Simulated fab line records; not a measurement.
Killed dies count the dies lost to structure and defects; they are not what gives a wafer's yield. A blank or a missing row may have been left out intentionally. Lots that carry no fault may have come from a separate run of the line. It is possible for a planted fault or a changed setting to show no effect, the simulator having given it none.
Chamber matching -- flow nandHarc -- 4 sister chambers for NHARC_A_STAIRCASE_ALD_415 on aldHk-01
The step deposits SiO2, target thk 30 nm, pulse time 6 s, ald cycles 300. 14 wafers are shown with their chamber, then 7 later ones without.

== WAFERS WITH THEIR CHAMBER ==
wafer,chamber,heaterPowerW (W),precursorPulseHeightRel
L146.1,2,445,0.971
L146.2,1,448,1.039
L146.3,0,440,1.017
L151.2,3,470,1.026
L151.3,2,457,1.027
L151.4,1,459,1.001
L153.1,0,454,1.022
L153.2,2,457,0.968
L153.4,3,463,1.007
L157.1,3,481,1.037
L157.3,0,464,1.002
L157.6,3,460,0.983
L159.1,1,463,1.004
L159.2,3,488,1.014

SIGNATURES (averages over the wafers above)
reading,chamber 0,chamber 1,chamber 2,chamber 3,scatter within a chamber
heaterPowerW,452.67,456.67,453.00,472.40,10.4
precursorPulseHeightRel,1.01367,1.01467,0.98867,1.01340,0.0224
Rule: distance of a wafer from a chamber = root of the sum over the readings of ((wafer's reading minus chamber's mean) / reading's scatter) squared. The wafer belongs to the nearest chamber; if the next one is less than 2 further off, it can't be placed. How the scatter is found: for the shown wafers, subtract from each reading the mean of its chamber, square and add these, divide the total by (wafers less chambers), then take the root.

== WAFERS WITHOUT THEIR CHAMBER ==
wafer,heaterPowerW (W),precursorPulseHeightRel
L159.4,459,0.994
L160.2,466,1.006
L160.4,468,1.021
L160.5,464,1.024
L162.3,465,1.010
L162.5,458,0.999
L162.6,450,0.965

== WHICH CHAMBER EACH WENT THROUGH ==
wafer,from the rows above,in truth
L159.4,can't be placed: 2 or 1 or 0 or 3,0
L160.2,can't be placed: 3 or 1 or 0 or 2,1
L160.4,can't be placed: 3 or 1 or 0 or 2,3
L160.5,can't be placed: 1 or 3 or 0 or 2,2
L162.3,can't be placed: 3 or 1 or 0 or 2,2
L162.5,can't be placed: 2 or 1 or 0 or 3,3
L162.6,can't be placed: 2 or 0 or 1 or 3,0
Placed correctly: 0 of 7. Cannot be placed on the basis of these rows: 7; the candidates contain the true chamber in 7. Placed wrongly: 0.
